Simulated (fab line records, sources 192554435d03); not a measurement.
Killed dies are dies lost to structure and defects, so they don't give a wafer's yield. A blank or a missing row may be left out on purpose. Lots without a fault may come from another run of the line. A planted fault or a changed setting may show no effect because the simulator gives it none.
Which tool did it? | flow n5_finfet | 10 lots, 30 wafers sampled, at 1 step of a route of 1938

WHAT THE GAUGES READ, wafer by wafer
N5_SD_EPI_N_CD_MEAS_09: target cd 120 nm.
lot  | measured    | on        | cd_nm (nm)
L078 | day 4 01:11 | cd_sem-01 | 121.0 121.1 120.8
L080 | day 4 17:11 | cd_sem-03 | 121.0 120.2 119.0
L082 | day 5 03:11 | cd_sem-02 | 120.4 119.7 117.7
L084 | day 5 16:04 | cd_sem-02 | 120.4 120.3 119.0
L086 | day 6 03:14 | cd_sem-03 | 120.2 119.4 120.5
L088 | day 6 15:23 | cd_sem-01 | 120.1 119.5 121.2
L090 | day 6 23:18 | cd_sem-01 | 120.5 119.4 120.2
L092 | day 7 12:10 | cd_sem-01 | 120.4 121.1 120.6
L094 | day 8 01:18 | cd_sem-03 | 120.3 119.4 120.5
L096 | day 8 12:47 | cd_sem-01 | 119.8 119.0 117.5

WHICH TOOL RAN EACH LOT (tool, then ch and the chambers of the sampled wafers, then the start)
The record holds no process step before these readings.

THE ANSWER, worked out from the rows above alone
Rule: what is usual is taken from the lots themselves. Put in order of their means at a reading, lots are off if they are a third of the lots or fewer, leave a main group of 4 or more, and stand apart from it by a gap of 3 or more times the standard deviation of the main group's means; of several such gaps the widest counts. A main group whose means are all the same, to the digits that the tables above print for the reading, isn't used. A lot without any number at a reading at which 4 lots or more have one is off too. The other lots that the step has rows for count as sound.
No lot is off at any reading shown: from this, nothing can be told.

WHAT THE SIMULATOR HAD PUT IN
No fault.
